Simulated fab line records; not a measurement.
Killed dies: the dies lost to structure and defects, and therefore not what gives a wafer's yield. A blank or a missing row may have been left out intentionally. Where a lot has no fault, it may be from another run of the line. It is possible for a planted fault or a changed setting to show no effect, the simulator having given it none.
fab line records | flow n5-finfet
record: lots: 6 | wafers: 18 | last-day: 17
route steps=1938 shown MIM_BOT_LITHO@1856 MIM_BOT_ETCH@1866
lots that met no fault: from a run of the same line without faults
start-h: hours from the record's opening day to when the first of the lot's shown wafers began | wait-h: hours elapsed since this lot's preceding step | " as in the row above | L1.1+2: several wafers, shown together as one row | - no value present, or no start provided | * or withheld: withheld | < > ~ a bound
route shown NAME@n: names a module that has steps shown in the file, with the first one's number in the route | usual: mean/standard deviation of fault-free wafers | same: alike in all rows | chamber/n: place in a boat | sites: per-site readings | _std_site: standard deviation across them | _edge_site: the outer-site mean with the inner-site mean subtracted | radius-mm: how far each site lies from the wafer's centre | mask NAME#n: copy n | behind: the tool/chamber that last shaped the wafer | hold: why the lot went on hold/how many hours it stayed there/how the hold came to an end | device: which transistor (n, p or np) failed to switch | end of line: the same wafers' tests at the end of the route | where a step has no rows: the recipe by itself | killed: dies lost to structure and defects at the first sort, not the wafer's yield | map: the dies of a wafer, with x for killed, . for not killed, _ for no die there
set.NAME: the setting the step ran with; set.NAME@STEP: the setting that earlier step ran with | model.NAME: the simulator's own value behind a step, which no gauge read
certain route steps with their lots: each step a table, each wafer a row
services: the hour from which a tool's chamber was out of use, counted from the record's first day as start-h (under 0 if before that day), plus the number of hours and why
== steps ==
step: N5_MIM_BOT_LITHO_EBR_04
recipe: solvent: PGMEA | ebr-width-mm: 1.5
step: N5_MIM_BOT_LITHO_SOFTBAKE_03
recipe: temp-c: 100 | time-s: 90
step: N5_MIM_BOT_LITHO_EXPOSE_05
recipe: mask-id: MIM_BOT | na: 0.55 | source-shape: conventional | sigma-outer: 0.8 | polarization: unpolarized | dose-mj: 24.25
step: N5_MIM_BOT_LITHO_PEB_06
recipe: peb-temp-c: withheld | peb-time-s: *
step: N5_MIM_BOT_LITHO_DEVELOP_07
recipe: develop-time-s: 60 | rinse-liquid: diw | dry: air-spin | dev-temp-c: 21
step: N5_MIM_BOT_LITHO_HARDBAKE_09
recipe: temp-c: 130 | time-s: 120
step: N5_MIM_BOT_LITHO_CD_MEAS_08
recipe: target-cd-nm: 3000 | landing-energy-ev: 500 | detector: se-inlens | polarity: opening
usual: cd-nm: 3000.4/1.5
lot.wafer | tool      | chamber | start-h | wait-h | cd-nm
L742.3    | cd-sem-03 | 0       | 274.11  | -      | 2999.3
L742.5    | "         | 0       | "       | "      | 3001.0
L742.6    | "         | 0       | "       | "      | 2999.9
L747.3    | cd-sem-01 | 0       | 301.32  | -      | 3001.2
L747.4    | "         | 0       | "       | "      | 3001.1
L747.5    | "         | 0       | "       | "      | 3003.1
L752.1    | cd-sem-03 | 0       | 328.29  | -      | 3000.4
L752.3    | "         | 0       | "       | "      | 2999.5
L752.4    | "         | 0       | "       | "      | 2999.9
L757.2    | cd-sem-03 | 0       | 369.58  | -      | 3001.4
L757.3    | "         | 0       | "       | "      | 3000.0
L757.4    | "         | 0       | "       | "      | 3000.8
L759.3    | cd-sem-01 | 0       | 382.83  | -      | 3001.0
L759.5    | "         | 0       | "       | "      | 3001.0
L759.6    | "         | 0       | "       | "      | 3000.2
L762.1    | cd-sem-03 | 0       | 390.88  | -      | 2999.4
L762.3    | "         | 0       | "       | "      | 3000.2
L762.5    | "         | 0       | "       | "      | 2997.7
step: N5_MIM_BOT_LITHO_OVL_MEAS_11
recipe: points-per-wafer: 44
usual: MIM_BOT_OVL: -1/5.3
lot.wafer | tool       | chamber | start-h | wait-h | MIM_BOT_OVL[nm]
L742.3    | overlay-01 | 0       | 274.14  | 0.0    | -3
L742.5    | "          | 0       | "       | "      | -6
L742.6    | "          | 0       | "       | "      | -2
L747.3    | overlay-01 | 0       | 301.35  | 0.0    | -3
L747.4    | "          | 0       | "       | "      | 4
L747.5    | "          | 0       | "       | "      | -4
L752.1    | overlay-01 | 0       | 328.32  | 0.0    | -5
L752.3    | "          | 0       | "       | "      | -7
L752.4    | "          | 0       | "       | "      | 7
L757.2    | overlay-01 | 0       | 369.61  | 0.0    | -7
L757.3    | "          | 0       | "       | "      | -4
L757.4    | "          | 0       | "       | "      | -2
L759.3    | overlay-02 | 0       | 382.86  | 0.0    | -7
L759.5    | "          | 0       | "       | "      | -5
L759.6    | "          | 0       | "       | "      | -5
L762.1    | overlay-02 | 0       | 390.91  | 0.0    | -2
L762.3    | "          | 0       | "       | "      | 0
L762.5    | "          | 0       | "       | "      | 3
step: N5_MIM_BOT_LITHO_INSPECT_12
recipe: mode: adi | inspect-instrument: macro
usual: raw-defect-count: 2.0/1.4
lot.wafer | tool              | chamber | start-h | wait-h | raw-defect-count
L742.3    | defect-inspect-01 | -       | 274.17  | 0.0    | 0
L742.5    | "                 | -       | "       | "      | 4
L742.6    | "                 | -       | "       | "      | 3
L747.3    | defect-inspect-01 | -       | 301.37  | 0.0    | 3
L747.4    | "                 | -       | "       | "      | 0
L747.5    | "                 | -       | "       | "      | 2
L752.1    | defect-inspect-01 | -       | 328.34  | 0.0    | 1
L752.3    | "                 | -       | "       | "      | 3
L752.4    | "                 | -       | "       | "      | 0
L757.2    | defect-inspect-01 | -       | 369.63  | 0.0    | 1
L757.3    | "                 | -       | "       | "      | 1
L757.4    | "                 | -       | "       | "      | 2
L759.3    | defect-inspect-01 | -       | 382.88  | 0.0    | 2
L759.5    | "                 | -       | "       | "      | 4
L759.6    | "                 | -       | "       | "      | 2
L762.1    | defect-inspect-01 | -       | 390.94  | 0.0    | 1
L762.3    | "                 | -       | "       | "      | 5
L762.5    | "                 | -       | "       | "      | 2
step: N5_MIM_BOT_LITHO_DESCUM_10
recipe: chemistry: O2 | time-s: 7.9 | source-power-w: 50 | bias-power-w: 20 | pressure-mtorr: 20 | rf-frequency-hz: 2.712e+07 | temp-c: 40 | o2-flow-sccm: 225
usual: bias-power-w: 20.00/0.061 | drypump-motor-current-A: 5.6/0.48 | oes-product-au: 0.81/0.087 | rf-vpp-V: 243.1/1.2 | showerhead-plenum-p-Torr: 2.08/0.061 | throttle-valve-pct: 20.39/0.22
lot.wafer | tool        | chamber | start-h | wait-h | bias-power-w | drypump-motor-current-A | oes-product-au | rf-hours-counter-h | rf-vpp-V | showerhead-plenum-p-Torr | throttle-valve-pct
L742.3    | rie-diel-04 | 2       | 274.20  | 0.0    | 19.98        | 6.5                     | 0.87           | 48                 | 244.4    | 2.21                     | 20.39
L742.5    | "           | 3       | "       | "      | 20.06        | 5.6                     | 0.72           | -                  | 242.7    | 1.98                     | 20.24
L742.6    | "           | 0       | "       | "      | 20.05        | 5.6                     | 0.93           | -                  | 243.4    | 2.06                     | 20.57
L747.3    | rie-diel-01 | 0       | 301.41  | 0.0    | 19.97        | 5.3                     | 0.87           | 53                 | 244.0    | 2.13                     | 20.70
L747.4    | "           | 1       | "       | "      | 20.04        | 4.8                     | 0.84           | 67                 | 241.9    | 2.03                     | 20.11
L747.5    | "           | 1       | "       | "      | 20.05        | 4.9                     | 0.83           | -                  | 242.4    | 2.03                     | 20.13
L752.1    | rie-diel-01 | 2       | 328.38  | 0.0    | 20.07        | 5.5                     | 0.69           | 231                | 243.8    | 2.06                     | 20.35
L752.3    | "           | 3       | "       | "      | 20.03        | 5.8                     | 0.83           | 85                 | 243.2    | 2.12                     | 20.44
L752.4    | "           | 1       | "       | "      | 19.97        | 4.8                     | 0.83           | 76                 | 241.9    | 2.02                     | 20.15
L757.2    | rie-diel-06 | 1       | 369.66  | 0.0    | 20.03        | 5.3                     | 0.89           | 20                 | 242.0    | 2.04                     | 20.06
L757.3    | "           | 3       | "       | "      | 20.01        | 6.8                     | 0.69           | 243                | 244.5    | 2.15                     | 20.70
L757.4    | "           | 2       | "       | "      | 19.87        | 5.3                     | 0.82           | 76                 | 242.5    | 2.03                     | 20.34
L759.3    | rie-diel-06 | 0       | 382.92  | 0.0    | 19.99        | 5.5                     | 0.69           | 219                | 245.5    | 2.15                     | 20.68
L759.5    | "           | 2       | "       | "      | 20.01        | 5.4                     | 0.81           | -                  | 241.5    | 2.03                     | 20.34
L759.6    | "           | 1       | "       | "      | 19.97        | 5.3                     | 0.88           | -                  | 243.3    | 2.04                     | 20.04
L762.1    | rie-diel-06 | 2       | 390.97  | 0.0    | 20.06        | 5.4                     | 0.81           | 84                 | 240.9    | 2.03                     | 20.35
L762.3    | "           | 1       | "       | "      | 20.02        | 5.3                     | 0.88           | 27                 | 243.7    | 2.04                     | 20.07
L762.5    | "           | 2       | "       | "      | 20.02        | 5.4                     | 0.81           | -                  | 242.7    | 2.03                     | 20.34
step: N5_MIM_BOT_ETCH_ETCH_04
recipe: chemistry: CF4/O2 | target: SiNx | target-depth-a: 260 | time-s: 13 | ion-energy-ev: 100 | pressure-mtorr: 40 | source-w: 535 | bias-w: 49 | Ar_flow_sccm: 100 | cf4-flow-sccm: 100 | O2_flow_sccm: 10
usual: O2_flow_sccm: 9.998/0.03 | bias-w: 49.00/0.16 | drypump-motor-current-A: 5.6/0.48 | oes-product-au: 0.81/0.086 | rf-vpp-V: 238.6/1.9 | showerhead-plenum-p-Torr: 2.20/0.057 | throttle-valve-pct: 15.96/0.18
lot.wafer | tool        | chamber | start-h | wait-h | O2_flow_sccm | bias-w | drypump-motor-current-A | oes-product-au | rf-hours-counter-h | rf-vpp-V | showerhead-plenum-p-Torr | throttle-valve-pct
L742.3    | rie-diel-04 | 2       | 274.26  | 0.0    | 9.982        | 49.33  | 6.5                     | 0.87           | 48                 | 240.7    | 2.33                     | 15.93
L742.5    | "           | 3       | "       | "      | 10.011       | 48.93  | 5.6                     | 0.72           | -                  | 240.4    | 2.09                     | 15.89
L742.6    | "           | 0       | "       | "      | 9.985        | 49.20  | 5.6                     | 0.91           | -                  | 239.4    | 2.17                     | 16.00
L747.3    | rie-diel-01 | 0       | 301.47  | 0.0    | 10.028       | 48.92  | 5.3                     | 0.87           | 53                 | 240.1    | 2.24                     | 16.17
L747.4    | "           | 1       | "       | "      | 10.008       | 48.66  | 4.8                     | 0.84           | 67                 | 236.4    | 2.15                     | 15.73
L747.5    | "           | 1       | "       | "      | 10.026       | 48.64  | 4.9                     | 0.84           | -                  | 236.7    | 2.15                     | 15.73
L752.1    | rie-diel-01 | 2       | 328.44  | 0.0    | 10.075       | 49.16  | 5.5                     | 0.68           | 231                | 239.2    | 2.18                     | 16.00
L752.3    | "           | 3       | "       | "      | 10.005       | 49.07  | 5.8                     | 0.82           | 85                 | 237.5    | 2.22                     | 15.92
L752.4    | "           | 1       | "       | "      | 9.998        | 48.78  | 4.8                     | 0.82           | 76                 | 236.7    | 2.15                     | 15.75
L757.2    | rie-diel-06 | 1       | 369.73  | 0.0    | 9.941        | 49.03  | 5.3                     | 0.90           | 20                 | 236.1    | 2.16                     | 15.66
L757.3    | "           | 3       | "       | "      | 9.976        | 48.62  | 6.8                     | 0.70           | 243                | 238.0    | 2.25                     | 16.22
L757.4    | "           | 2       | "       | "      | 10.012       | 48.68  | 5.4                     | 0.83           | 76                 | 236.9    | 2.14                     | 15.92
L759.3    | rie-diel-06 | 0       | 382.98  | 0.0    | 9.970        | 49.09  | 5.5                     | 0.69           | 219                | 241.7    | 2.26                     | 16.30
L759.5    | "           | 2       | "       | "      | 10.003       | 49.16  | 5.4                     | 0.82           | -                  | 236.5    | 2.14                     | 15.94
L759.6    | "           | 1       | "       | "      | 9.989        | 49.04  | 5.3                     | 0.89           | -                  | 235.0    | 2.16                     | 15.68
L762.1    | rie-diel-06 | 2       | 391.04  | 0.0    | 10.039       | 49.02  | 5.4                     | 0.80           | 84                 | 238.7    | 2.14                     | 15.93
L762.3    | "           | 1       | "       | "      | 9.975        | 48.71  | 5.3                     | 0.87           | 27                 | 236.0    | 2.16                     | 15.68
L762.5    | "           | 2       | "       | "      | 10.046       | 49.09  | 5.4                     | 0.82           | -                  | 236.1    | 2.14                     | 15.94
step: N5_MIM_BOT_ETCH_ETCH_03
recipe: chemistry: Cl2/BCl3 | target-depth-a: 120 | pressure-mtorr: 8 | icp-w: 800 | bias-w: 100 | Cl2_flow_sccm: 20 | bcl3-flow-sccm: 80
usual: bias-w: 100.04/0.28 | drypump-motor-current-A: 5.46/0.17 | oes-product-au: 0.79/0.089 | throttle-valve-pct: 27.59/0.22
lot.wafer | tool         | chamber | start-h | wait-h | bias-w | drypump-motor-current-A | oes-product-au | rf-hours-counter-h | throttle-valve-pct
L742.3    | rie-metal-03 | 1       | 274.38  | 0.1    | 99.71  | 5.42                    | 0.91           | -                  | 27.47
L742.5    | "            | 0       | "       | "      | 99.96  | 5.40                    | 0.70           | -                  | 27.82
L742.6    | "            | 1       | "       | "      | 99.72  | 5.42                    | 0.92           | -                  | 27.48
L747.3    | rie-metal-03 | 1       | 301.59  | 0.1    | 100.09 | 5.41                    | 0.88           | -                  | 27.48
L747.4    | "            | 0       | "       | "      | 99.97  | 5.39                    | 0.68           | -                  | 27.82
L747.5    | "            | 0       | "       | "      | 100.13 | 5.38                    | 0.69           | -                  | 27.80
L752.1    | rie-metal-03 | 0       | 328.53  | 0.1    | 99.95  | 5.37                    | 0.68           | 80                 | 27.80
L752.3    | "            | 0       | "       | "      | 99.85  | 5.41                    | 0.68           | -                  | 27.81
L752.4    | "            | 1       | "       | "      | 100.41 | 5.39                    | 0.88           | -                  | 27.49
L757.2    | rie-metal-02 | 0       | 369.82  | 0.1    | 100.27 | 5.30                    | 0.91           | 12                 | 27.20
L757.3    | "            | 1       | "       | "      | 99.92  | 5.82                    | 0.78           | -                  | 27.83
L757.4    | "            | 0       | "       | "      | 99.88  | 5.29                    | 0.91           | -                  | 27.21
L759.3    | rie-metal-02 | 0       | 383.10  | 0.1    | 100.69 | 5.29                    | 0.90           | -                  | 27.19
L759.5    | "            | 0       | "       | "      | 100.36 | 5.28                    | 0.90           | -                  | 27.21
L759.6    | "            | 1       | "       | "      | 99.98  | 5.80                    | 0.78           | -                  | 27.85
L762.1    | rie-metal-02 | 0       | 391.14  | 0.1    | 100.27 | 5.30                    | 0.90           | 14                 | 27.21
L762.3    | "            | 0       | "       | "      | 100.05 | 5.30                    | 0.89           | -                  | 27.22
L762.5    | "            | 1       | "       | "      | 99.67  | 5.86                    | 0.77           | -                  | 27.83
step: N5_MIM_BOT_ETCH_ETCH_00
recipe: chemistry: Cl2/BCl3 | target: TiN | target-depth-a: 455 | ion-energy-ev: 150 | pressure-mtorr: 10 | icp-w: 1000 | bias-w: 126 | Cl2_flow_sccm: 53.25 | bcl3-flow-sccm: 21.75 | Ar_flow_sccm: 25
usual: bias-w: 125.9/0.39 | drypump-motor-current-A: 5.46/0.17 | oes-product-au: 0.79/0.089 | throttle-valve-pct: 21.97/0.21
lot.wafer | tool         | chamber | start-h | wait-h | bias-w | drypump-motor-current-A | oes-product-au | rf-hours-counter-h | throttle-valve-pct | model.etch.depth-nm
L742.3    | rie-metal-03 | 1       | 274.48  | 0.1    | 125.9  | 5.40                    | 0.90           | -                  | 21.78              | 46.49
L742.5    | "            | 0       | "       | "      | 125.9  | 5.37                    | 0.69           | -                  | 22.20              | 45.92
L742.6    | "            | 1       | "       | "      | 125.8  | 5.39                    | 0.90           | -                  | 21.78              | 46.55
L747.3    | rie-metal-03 | 1       | 301.69  | 0.1    | 118.5  | 5.42                    | 0.88           | -                  | 21.82              | 45.45
L747.4    | "            | 0       | "       | "      | 126.0  | 5.39                    | 0.70           | -                  | 22.19              | 46.28
L747.5    | "            | 0       | "       | "      | 126.1  | 5.38                    | 0.69           | -                  | 22.20              | 46.14
L752.1    | rie-metal-03 | 0       | 328.62  | 0.1    | 125.5  | 5.35                    | 0.68           | 80                 | 22.22              | 45.77
L752.3    | "            | 0       | "       | "      | 125.5  | 5.38                    | 0.69           | -                  | 22.21              | 46.24
L752.4    | "            | 1       | "       | "      | 117.8  | 5.45                    | 0.86           | -                  | 21.82              | 45.53
L757.2    | rie-metal-02 | 0       | 369.91  | 0.1    | 126.2  | 5.29                    | 0.91           | 12                 | 21.63              | 45.87
L757.3    | "            | 1       | "       | "      | 125.8  | 5.80                    | 0.79           | -                  | 22.17              | 46.22
L757.4    | "            | 0       | "       | "      | 125.6  | 5.31                    | 0.91           | -                  | 21.64              | 45.91
L759.3    | rie-metal-02 | 0       | 383.20  | 0.1    | 125.9  | 5.29                    | 0.90           | -                  | 21.62              | 45.97
L759.5    | "            | 0       | "       | "      | 125.9  | 5.32                    | 0.89           | -                  | 21.65              | 45.35
L759.6    | "            | 1       | "       | "      | 125.5  | 5.82                    | 0.78           | -                  | 22.18              | 45.5
L762.1    | rie-metal-02 | 0       | 391.23  | 0.1    | 126.3  | 5.31                    | 0.90           | 14                 | 21.62              | 46.37
L762.3    | "            | 0       | "       | "      | 125.8  | 5.28                    | 0.90           | -                  | 21.62              | 46.05
L762.5    | "            | 1       | "       | "      | 125.9  | 5.77                    | 0.78           | -                  | 22.17              | 45.83
step: N5_MIM_BOT_ETCH_STRIP_01
recipe: chemistry: O2 | power-w: 600 | temp-c: 60 | pressure-mtorr: 30 | rf-frequency-hz: 6e+07 | bias-power-w: 0 | overash-fraction: 0.5 | o2-flow-sccm: 225
usual: drypump-motor-current-A: 5.7/0.51 | oes-product-au: 0.81/0.085 | rf-vpp-V: 3.7/1.4 | showerhead-plenum-p-Torr: 2.09/0.066 | throttle-valve-pct: 16.63/0.21
same: bias-power-w: 0
lot.wafer | tool        | chamber | start-h | wait-h | drypump-motor-current-A | oes-product-au | rf-hours-counter-h | rf-vpp-V | showerhead-plenum-p-Torr | throttle-valve-pct
L742.3    | rie-diel-04 | 2       | 274.58  | 0.1    | 6.5                     | 0.87           | 48                 | 2.3      | 2.22                     | 16.59
L742.5    | "           | 0       | "       | "      | 5.6                     | 0.91           | -                  | 3.0      | 2.06                     | 16.73
L742.6    | "           | 1       | "       | "      | 5.6                     | 0.68           | -                  | 3.8      | 2.06                     | 16.74
L747.3    | rie-diel-01 | 1       | 301.79  | 0.1    | 4.9                     | 0.83           | 67                 | 3.7      | 2.03                     | 16.38
L747.4    | "           | 0       | "       | "      | 5.4                     | 0.85           | 53                 | 3.0      | 2.14                     | 16.87
L747.5    | "           | 1       | "       | "      | 4.9                     | 0.83           | -                  | 2.9      | 2.03                     | 16.34
L752.1    | rie-diel-06 | 1       | 328.76  | 0.1    | 5.3                     | 0.92           | 7                  | 3.8      | 2.05                     | 16.25
L752.3    | "           | 2       | "       | "      | 5.4                     | 0.83           | 62                 | 2.8      | 2.04                     | 16.62
L752.4    | "           | 3       | "       | "      | 6.8                     | 0.69           | 229                | 5.6      | 2.16                     | 16.91
L757.2    | rie-diel-01 | 2       | 370.05  | 0.1    | 5.5                     | 0.66           | 245                | 3.1      | 2.06                     | 16.68
L757.3    | "           | 3       | "       | "      | 5.8                     | 0.81           | 100                | 2.2      | 2.12                     | 16.68
L757.4    | "           | 1       | "       | "      | 4.9                     | 0.83           | 91                 | 3.0      | 2.02                     | 16.42
L759.3    | rie-diel-04 | 2       | 383.30  | 0.1    | 6.5                     | 0.82           | 86                 | 5.7      | 2.20                     | 16.64
L759.5    | "           | 0       | "       | "      | 5.6                     | 0.83           | -                  | 2.5      | 2.05                     | 16.82
L759.6    | "           | 1       | "       | "      | 5.6                     | 0.89           | -                  | 2.5      | 2.05                     | 16.30
L762.1    | rie-diel-04 | 2       | 391.37  | 0.1    | 6.5                     | 0.81           | 92                 | 2.5      | 2.20                     | 16.72
L762.3    | "           | 0       | "       | "      | 5.6                     | 0.87           | 67                 | 6.2      | 2.05                     | 16.82
L762.5    | "           | 0       | "       | "      | 5.6                     | 0.81           | -                  | 3.6      | 2.05                     | 16.81
== services ==
tool         | chamber | start-h | hours | kind
rie-diel-04  | 0       | 265.68  | 8.2   | repair
rie-diel-06  | 2       | 272.24  | 7.4   | repair
rie-diel-04  | 1       | 282.28  | -     | clean
rie-diel-04  | 1       | 282.28  | -     | consumable-replace:focus-ring
rie-diel-04  | 1       | 282.28  | 15.7  | scheduled-down
rie-diel-04  | 1       | 282.28  | 15.7  | vent-cycle
rie-diel-06  | 1       | 298.26  | -     | clean
rie-diel-06  | 1       | 298.26  | -     | consumable-replace:focus-ring
rie-diel-06  | 1       | 298.26  | 15.7  | scheduled-down
rie-diel-06  | 1       | 298.26  | 15.7  | vent-cycle
rie-diel-04  | 2       | 302.97  | 9.8   | repair
rie-metal-02 | -       | 312.15  | 1.4   | pm
rie-metal-03 | 1       | 318.88  | 3.7   | repair
rie-diel-04  | 3       | 333.62  | -     | clean
rie-diel-04  | 3       | 333.62  | -     | consumable-replace:focus-ring
rie-diel-04  | 3       | 333.62  | -     | consumable-replace:showerhead
rie-diel-04  | 3       | 333.62  | 16.5  | scheduled-down
rie-diel-04  | 3       | 365.39  | 33.5  | repair
rie-metal-03 | -       | 375.28  | 4.3   | pm
rie-diel-01  | 3       | 375.61  | 9.6   | repair
rie-diel-01  | 2       | 385.28  | -     | clean
rie-diel-01  | 2       | 385.28  | -     | consumable-replace:focus-ring
rie-diel-01  | 2       | 385.28  | 18.3  | scheduled-down
rie-diel-01  | 2       | 385.28  | 18.3  | vent-cycle
== key ==
first-sign: step: N5_MIM_BOT_ETCH_ETCH_00 | reading: bias-w | direction: down | sigmas: 20 | usual: * | struck: *
effect none on later readings
model-effect: step: N5_MIM_BOT_ETCH_ETCH_00 | value: etch.depth-nm | without: 46.54 | struck: 45.49
met-at N5_MIM_BOT_ETCH_ETCH_00
struck-wafers L747.3,L752.4
onset-between 274.48 301.69
fault: kind: process-parameter-drift | tool: rie-metal-03 | chamber: 1 | onset-h: 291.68 | steps: N5_MIM_BOT_ETCH_ETCH_00 | channel: bias-w | offset: * | shape: step | end-h: 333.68 | acts-in: * | stated: *
